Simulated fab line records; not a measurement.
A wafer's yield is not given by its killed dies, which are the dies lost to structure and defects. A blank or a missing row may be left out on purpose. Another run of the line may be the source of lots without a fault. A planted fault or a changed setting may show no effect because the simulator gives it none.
Split-lot study | flow n5-finfet | 7 lots, 21 wafers read, on a route of 1938 steps

ON THE SPLIT
At N5_BEOL_M13_COAT_65 (time 60 s, resist thk 350 nm), the setting spin-rpm was moved away from the recipe's 1500 rpm on 7 of the 21 wafers read, by -3.0% to +10.5%. This setting was run at the recipe's value on the other wafers.

The split's own step is where the reading is taken.

THE READING
SOC_of_BEOL_M13_COAT_65.thk-nm (the simulator's own value, which no gauge read), in nm, at N5_BEOL_M13_COAT_65 (time 60 s, resist thk 350 nm). No usual value for it is given in the file. Across the 14 wafers here that went through the recipe, the average is 350.3 nm and the standard deviation 1.5 nm.

wafer  | tool, chamber at the split | spin-rpm as run, rpm | against the recipe | SOC_of_BEOL_M13_COAT_65.thk-nm, nm | against lot-mates on the recipe
L074.2 | litho-track-02, 0          | 1455                 | -3.0%              | 354                                | +5.8
L074.3 | litho-track-02, 0          | 1500                 | recipe             | 348.2                              | -
L074.6 | litho-track-02, 0          | 1500                 | recipe             | 348.2                              | -
L078.4 | litho-track-05, 0          | 1500                 | recipe             | 352.4                              | -
L078.5 | litho-track-05, 0          | 1500                 | recipe             | 353.4                              | -
L078.6 | litho-track-05, 0          | 1500                 | recipe             | 352.2                              | -
L080.1 | litho-track-05, 0          | 1500                 | recipe             | 350.4                              | -
L080.5 | litho-track-05, 0          | 1500                 | recipe             | 350.2                              | -
L080.6 | litho-track-05, 0          | 1500                 | recipe             | 350                                | -
L081.3 | litho-track-03, 0          | 1500                 | recipe             | 349.4                              | -
L081.4 | litho-track-03, 0          | 1500                 | recipe             | 350.6                              | -
L081.5 | litho-track-03, 0          | 1612                 | +7.5%              | 336.6                              | -13.4
L089.2 | litho-track-05, 0          | 1657                 | +10.5%             | 334.4                              | no lot-mate on the recipe
L089.4 | litho-track-05, 0          | 1657                 | +10.5%             | 333.8                              | no lot-mate on the recipe
L089.5 | litho-track-05, 0          | 1657                 | +10.5%             | 334                                | no lot-mate on the recipe
L092.1 | litho-track-02, 0          | 1500                 | recipe             | 350.2                              | -
L092.3 | litho-track-02, 0          | 1500                 | recipe             | 350.2                              | -
L092.5 | litho-track-02, 0          | 1500                 | recipe             | 350.6                              | -
L095.1 | litho-track-03, 0          | 1592                 | +6.1%              | 338                                | -10.4
L095.2 | litho-track-03, 0          | 1500                 | recipe             | 348.4                              | -
L095.3 | litho-track-03, 0          | 1592                 | +6.1%              | 339                                | -9.4

THE FIT
A straight line over all 21 wafers: SOC_of_BEOL_M13_COAT_65.thk-nm changes by -1.62 nm for each +1% of spin-rpm; r = -0.98; the points scatter about the line by 1.5 nm.
The same after taking each lot's own level away (the mean of its wafers on the recipe; 18 wafers): -1.72 nm for each +1%; r = -1.00; scatter 0.48 nm.
According to that fit, moving spin-rpm by its largest amount changes the reading by 18 nm.
The span of the lots' own levels, 348.20 to 352.67 nm, comes to 3.0 times the standard deviation stated above.
Consequently the slope shifts little with the lot-to-lot level, the two slopes agreeing.
Check: with one of the wafers moved furthest among these (+7.5%) left out of the fit, the line predicts -12.3 nm for it against its lot-mates. It came out at -13.4 nm against them.

ADDITIONAL SPLITS CARRIED BY THESE WAFERS
Note: prior to the reading, these wafers also went through further splits. Each is held against what the fit with the lots' levels taken away leaves over:
other split on the same wafers    | wafers away from the commonest value | r with SOC_of_BEOL_M13_COAT_65.thk-nm (lot level and that fit taken away)
N5_BEOL_M11_EXPOSE_25 dose-mj     | 8                                    | -0.23
N5_BEOL_M12_CMP_49 down-force-psi | 6                                    | +0.10

FILE'S OWN FIT
SOC_of_BEOL_M13_COAT_65.thk-nm changes by -1.74 nm for each +1% of spin-rpm, r = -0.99.
